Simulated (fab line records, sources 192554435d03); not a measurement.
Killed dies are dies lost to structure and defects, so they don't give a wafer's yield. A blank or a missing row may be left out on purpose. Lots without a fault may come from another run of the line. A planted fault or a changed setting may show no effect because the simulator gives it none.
fab line records | flow n5_finfet
record lots=11 wafers=33 last_day=18
route steps=1938 shown BEOL_M8@1394 BEOL_M9@1439
lots that met no fault: from a run of the same line without faults
start_h: hours from the record's first day to the start of the lot's first wafer shown | wait_h: hours since the lot's step before | " the same as in the row above | L1.1+2: a row that stands for several wafers | - no value, or no start given | * or withheld: withheld | < > ~ a bound
route shown NAME@n: a module of which the file shows steps, and the number in the route of the first | usual: mean/standard deviation of fault-free wafers | same: alike in all rows | chamber/n: place in a boat | sites: the reading at each site | _std_site: their standard deviation | _edge_site: outer sites' mean less inner sites' | radius_mm: how far each site lies from the wafer's centre | mask NAME#n: copy n | behind: the tool/chamber that last shaped the wafer | hold: why the lot was held/for how many hours/how that ended | device: the transistor (n, p or np) that didn't switch | end of line: the same wafers' tests at the end of the route | a step without rows: its recipe alone | killed: dies lost to structure and defects at the first sort, not the wafer's yield | map: a wafer's dies, x killed, . not, _ none there
set.NAME: the setting as run; set.NAME@STEP: as run at that earlier step | model.NAME: the simulator's own value behind a step, which no gauge read
steps of the route over a sample of lots; a table a step, a row a wafer
services: from which hour (start_h, from the record's first day; less than 0 if before it) a tool's chamber was out of use, for how many hours, and why
## steps
# step N5_BEOL_M8_ANNEAL_51
# recipe temp_c=225 time_s=90 ambient=N2
# usual wafer_temp_C_max=225.67/0.28
# columns lot.wafer tool chamber start_h wait_h wafer_temp_C_max
L130.2 rtp_anneal-01 0 244.57 0.1 225.63
L130.5 " 0 " " 225.60
L130.6 " 0 " " 225.68
L134.1 rtp_anneal-02 0 276.36 0.1 225.80
L134.3 " 0 " " 225.66
L134.5 " 0 " " 225.68
L132.1 rtp_anneal-01 0 277.83 0.3 225.68
L132.2 " 0 " " 225.46
L132.4 " 0 " " 225.32
L135.3 rtp_anneal-02 0 281.62 0.1 225.90
L135.5 " 0 " " 225.59
L135.6 " 0 " " 225.67
L137.1 rtp_anneal-02 0 287.56 0.1 225.96
L137.3 " 0 " " 225.79
L137.6 " 0 " " 226.00
L136.3 rtp_anneal-01 0 294.72 0.5 225.45
L136.5 " 0 " " 225.38
L136.6 " 0 " " 225.29
L140.1 rtp_anneal-01 0 305.02 0.8 225.44
L140.2 " 0 " " 225.48
L140.4 " 0 " " 225.50
L141.2 rtp_anneal-01 0 321.35 0.1 225.29
L141.3 " 0 " " 225.41
L141.6 " 0 " " 225.36
L142.1 rtp_anneal-01 0 324.51 0.3 225.51
L142.4 " 0 " " 225.30
L142.6 " 0 " " 225.52
L143.2 rtp_anneal-02 0 326.96 0.3 225.93
L143.3 " 0 " " 226.06
L143.5 " 0 " " 226.05
L147.1 rtp_anneal-01 0 371.82 0.2 225.55
L147.4 " 0 " " 225.55
L147.6 " 0 " " 225.34
# step N5_BEOL_M9_ETCH_65
# recipe chemistry=CF4 target=SiARC target_depth_a=156 mask_material=CAR-EUV time_s=26 ion_energy_ev=80 pressure_mtorr=40 source_w=545 bias_w=36 Ar_flow_sccm=100 cf4_flow_sccm=100 ends=cleared
# usual drypump_motor_current_A=5.7/0.37 etch_rf_on_time_s=26.0/0.37 oes_product_au=0.65/0.071 rf_vpp_V=184.0/1.2 showerhead_plenum_p_Torr=2.13/0.066 throttle_valve_pct=15.70/0.24
# columns lot.wafer tool chamber start_h wait_h drypump_motor_current_A etch_rf_on_time_s oes_product_au rf_hours_counter_h rf_vpp_V showerhead_plenum_p_Torr throttle_valve_pct
L130.2 rie_diel-05 3 252.75 0.0 6.4 25.4 0.65 160 184.7 2.13 15.92
L130.5 " 3 " " 6.3 25.4 0.65 - 185.3 2.13 15.91
L130.6 " 0 " " 5.8 26.5 0.59 - 185.2 2.12 15.52
L134.1 rie_diel-03 1 281.60 0.0 5.7 25.9 0.60 210 183.9 2.12 15.99
L134.3 " 0 " " 5.9 25.6 0.67 121 184.0 2.24 15.68
L134.5 " 0 " " 5.9 25.5 0.67 - 184.5 2.24 15.69
L132.1 rie_diel-02 3 282.12 0.0 5.9 25.7 0.62 200 182.9 2.05 15.62
L132.2 " 1 " " 5.6 26.3 0.63 181 183.2 2.04 15.83
L132.4 " 0 " " 4.8 25.5 0.79 21 185.3 2.18 15.49
L135.3 rie_diel-03 1 284.91 0.0 5.8 25.9 0.60 211 184.8 2.12 15.99
L135.5 " 3 " " 5.5 26.4 0.58 - 184.0 2.21 15.80
L135.6 " 0 " " 5.9 25.6 0.68 - 186.6 2.24 15.70
L137.1 rie_diel-03 2 291.67 0.0 5.7 26.6 0.58 236 184.9 2.04 15.84
L137.3 " 0 " " 5.9 26.4 0.66 125 184.1 2.23 15.70
L137.6 " 0 " " 6.0 26.3 0.66 - 184.4 2.23 15.72
L136.3 rie_diel-03 2 302.25 0.0 5.7 26.3 0.58 238 183.5 2.03 15.84
L136.5 " 3 " " 5.4 26.6 0.58 - 185.0 2.21 15.82
L136.6 " 2 " " 5.7 26.5 0.57 - 182.9 2.03 15.83
L140.1 rie_diel-03 0 310.12 0.0 5.9 25.9 0.66 131 185.3 2.23 15.70
L140.2 " 1 " " 5.8 26.1 0.60 218 185.0 2.12 16.01
L140.4 " 3 " " 5.5 26.4 0.58 210 185.0 2.20 15.83
L141.2 rie_diel-02 0 325.64 0.0 4.8 25.1 0.78 34 184.4 2.18 15.53
L141.3 " 1 " " 5.6 26.2 0.62 198 183.3 2.04 15.88
L141.6 " 1 " " 5.6 26.2 0.61 - 183.0 2.04 15.89
L142.1 rie_diel-05 1 331.06 0.0 5.4 26.1 0.72 80 184.8 2.16 15.35
L142.4 " 1 " " 5.4 26.3 0.71 - 183.0 2.16 15.36
L142.6 " 3 " " 6.4 25.8 0.63 - 183.9 2.13 15.96
L143.2 rie_diel-05 2 337.12 0.0 6.2 25.8 0.74 51 185.1 2.09 15.61
L143.3 " 3 " " 6.3 26.0 0.62 193 184.1 2.12 15.97
L143.5 " 1 " " 5.4 26.1 0.70 - 184.5 2.16 15.38
L147.1 rie_diel-05 2 378.37 0.0 6.2 32.7 0.64 69 185.0 2.09 15.65
L147.4 " 0 " " 5.8 26.1 0.81 11 182.4 2.11 15.11
L147.6 " 0 " " 5.8 26.1 0.80 - 184.3 2.11 15.12
# step N5_BEOL_M9_DEGAS_44
# recipe ambient=vacuum temp_c=250 time_s=60
# usual heater_power_w=345/37 susceptor_temp_C=250.04/0.17
# columns lot.wafer tool chamber start_h wait_h heater_power_w susceptor_temp_C
L130.2 pvd_sputter-02 - 255.54 2.1 380 250.05
L130.5 " - " " 384 249.92
L130.6 " - " " 379 249.95
L134.1 pvd_sputter-03 - 282.75 0.5 293 249.83
L134.3 " - " " 304 249.95
L134.5 " - " " 281 249.77
L132.1 pvd_sputter-03 - 283.68 0.3 303 250.10
L132.2 " - " " 290 249.99
L132.4 " - " " 339 250.01
L135.3 pvd_sputter-03 - 286.57 0.9 301 250.13
L135.5 " - " " 287 250.17
L135.6 " - " " 341 249.96
L137.1 pvd_sputter-02 - 292.79 0.3 311 249.87
L137.3 " - " " 382 250.13
L137.6 " - " " 324 249.73
L136.3 pvd_sputter-02 - 303.44 0.4 322 249.86
L136.5 " - " " 324 249.82
L136.6 " - " " 368 249.99
L140.1 pvd_sputter-02 - 311.45 0.5 309 250.09
L140.2 " - " " 376 250.34
L140.4 " - " " 357 249.93
L141.2 pvd_sputter-01 - 327.34 0.4 348 250.26
L141.3 " - " " 348 250.03
L141.6 " - " " 357 249.85
L142.1 pvd_sputter-03 - 332.00 0.3 288 250.53
L142.4 " - " " 326 249.95
L142.6 " - " " 332 249.92
L143.2 pvd_sputter-03 - 339.34 1.4 338 250.00
L143.3 " - " " 295 249.82
L143.5 " - " " 286 250.28
L147.1 pvd_sputter-02 - 379.85 0.5 377 250.09
L147.4 " - " " 325 249.88
L147.6 " - " " 354 250.16
# step N5_BEOL_M9_ALD_74
# recipe material=TaN target_thk_a=20 temp_c=275 ald_precursor_family=PDMAT ald_co_reactant=NH3 pressure_torr=3 carrier_flow_sccm=1500 pulse_time_s=2 purge_time_s=3 co_reactant_purge_time_s=2 co_reactant_pulse_time_s=3 ald_cycles=40 precursor_vessel_temp_c=75 precursor_vessel_pressure_torr=26.25 precursor_vessel_carrier_sccm=1000
# usual heater_power_w=418/46 mfc_carrier_sccm=1501/4.3 susceptor_temp_C=275.02/0.2
# columns lot.wafer tool chamber start_h wait_h heater_power_w mfc_carrier_sccm susceptor_temp_C
L130.2 ald_metal-03 0 255.65 0.0 423 1502 274.95
L130.5 " 3 " " 401 1500 274.76
L130.6 " 0 " " 423 1503 274.98
L134.1 ald_metal-03 1 282.85 0.0 353 1504 275.03
L134.3 " 3 " " 394 1509 275.24
L134.5 " 1 " " 349 1505 275.04
L132.1 ald_metal-02 3 283.78 0.0 432 1502 275.11
L132.2 " 0 " " 428 1493 275.14
L132.4 " 2 " " 528 1501 275.09
L135.3 ald_metal-04 2 286.83 0.2 371 1505 275.35
L135.5 " 2 " " 372 1499 274.76
L135.6 " 1 " " 433 1508 275.37
L137.1 ald_metal-04 1 292.89 0.0 448 1495 274.86
L137.3 " 3 " " 427 1503 275.37
L137.6 " 0 " " 367 1499 274.95
L136.3 ald_metal-02 3 303.54 0.0 423 1505 275.30
L136.5 " 3 " " 434 1502 275.11
L136.6 " 2 " " 515 1499 275.07
L140.1 ald_metal-04 0 311.55 0.0 370 1498 275.08
L140.2 " 1 " " 435 1508 275.08
L140.4 " 2 " " 365 1499 274.79
L141.2 ald_metal-04 2 327.44 0.0 373 1503 275.24
L141.3 " 1 " " 438 1501 275.18
L141.6 " 3 " " 445 1490 274.78
L142.1 ald_metal-02 1 332.10 0.0 497 1511 274.73
L142.4 " 0 " " 439 1501 275.01
L142.6 " 3 " " 434 1498 274.74
L143.2 ald_metal-02 3 339.56 0.2 429 1500 274.83
L143.3 " 0 " " 429 1497 275.04
L143.5 " 1 " " 489 1505 274.61
L147.1 ald_metal-03 2 379.95 0.0 393 1498 275.04
L147.4 " 3 " " 414 1507 275.07
L147.6 " 2 " " 401 1499 274.92
## services
# columns tool chamber start_h hours kind
ald_metal-03 - 224.35 0.4 repair
rie_diel-05 3 227.96 6.0 repair
ald_metal-03 3 228.52 4.3 repair
rie_diel-05 1 229.85 2.6 repair
rie_diel-02 - 241.35 2.8 pm
rie_diel-05 0 249.90 1.2 repair
rie_diel-02 3 250.98 4.4 repair
rie_diel-03 3 251.86 6.5 repair
ald_metal-04 2 257.00 28.1 repair
ald_metal-03 0 272.87 29.1 repair
rie_diel-05 2 281.14 7.1 repair
rie_diel-02 0 294.77 12.3 repair
rie_diel-03 1 312.30 15.5 repair
rie_diel-05 3 315.21 3.1 repair
ald_metal-04 2 321.23 4.5 repair
rie_diel-02 2 322.19 4.5 repair
rie_diel-03 - 327.21 28.1 pm
rie_diel-05 - 329.22 0.3 repair
rie_diel-02 - 332.96 1.8 repair
rie_diel-02 0 350.85 2.9 repair
rie_diel-02 - 368.45 4.3 pm
rie_diel-03 - 374.24 1.1 repair
ald_metal-03 - 376.54 3.2 repair
rtp_anneal-01 - 377.49 4.6 pm
## key
first_sign step=N5_BEOL_M9_ETCH_65 reading=etch_rf_on_time_s direction=up sigmas=18 usual=* struck=*
effect none on later readings
met_at N5_BEOL_M9_ETCH_65
struck_lots L147
struck_wafers L147.1
not_acting_at N5_BEOL_M8_ANNEAL_51,N5_BEOL_M9_DEGAS_44,N5_BEOL_M9_ALD_74
onset_between 337.12 378.37
fault kind=process_parameter_drift tool=rie_diel-05 chamber=2 onset_h=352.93 steps=N5_BEOL_M9_ETCH_65 channel=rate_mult offset=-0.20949 shape=step end_h=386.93
